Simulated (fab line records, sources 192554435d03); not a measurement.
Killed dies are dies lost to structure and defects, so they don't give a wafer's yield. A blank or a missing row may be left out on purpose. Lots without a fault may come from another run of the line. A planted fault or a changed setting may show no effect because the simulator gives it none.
Chamber matching | flow n5_finfet | N5_BEOL_M5_PECVD_70 on pecvd-02: 3 sister chambers
The step deposits SiO2 from TEOS/O2, target thk 16 nm, time 18 s. 3 wafers are shown with their chamber, then 12 later ones without.

WAFERS WITH THEIR CHAMBER
wafer  | chamber | showerhead_plenum_p_Torr (Torr)
L093.2 | 1       | 8.91
L093.3 | 0       | 8.76
L093.5 | 2       | 8.70

WAFERS WITHOUT THEIR CHAMBER
wafer  | showerhead_plenum_p_Torr (Torr)
L092.2 | 8.78
L092.3 | 8.92
L092.6 | 8.78
L094.1 | 8.69
L094.5 | 8.94
L094.6 | 8.76
L095.1 | 8.67
L095.4 | 8.76
L095.5 | 8.68
L097.2 | 8.79
L097.3 | 8.66
L097.5 | 8.76

WHICH CHAMBER EACH WENT THROUGH
wafer  | from the rows above | in truth
L092.2 | 0                   | 0
L092.3 | 1                   | 1
L092.6 | 0                   | 0
L094.1 | 2                   | 2
L094.5 | 1                   | 1
L094.6 | 0                   | 0
L095.1 | 2                   | 2
L095.4 | 0                   | 0
L095.5 | 2                   | 2
L097.2 | 0                   | 0
L097.3 | 2                   | 2
L097.5 | 0                   | 0
Placed correctly: 12 of 12. Can't be placed from these rows: 0. Placed wrongly: 0.
How it was worked out, from the rows above alone: a wafer's distance from a chamber is the root of the sum, over the readings, of the square of ((its reading less the chamber's mean) divided by the reading's scatter). The wafer belongs to the nearest chamber; if the next one is less than 2 further off, it can't be placed. A chamber's mean is the mean of its shown wafers. The scatter: with one shown wafer a chamber, the root of the mean of the squares of how far each hidden wafer lies from its nearest shown one.
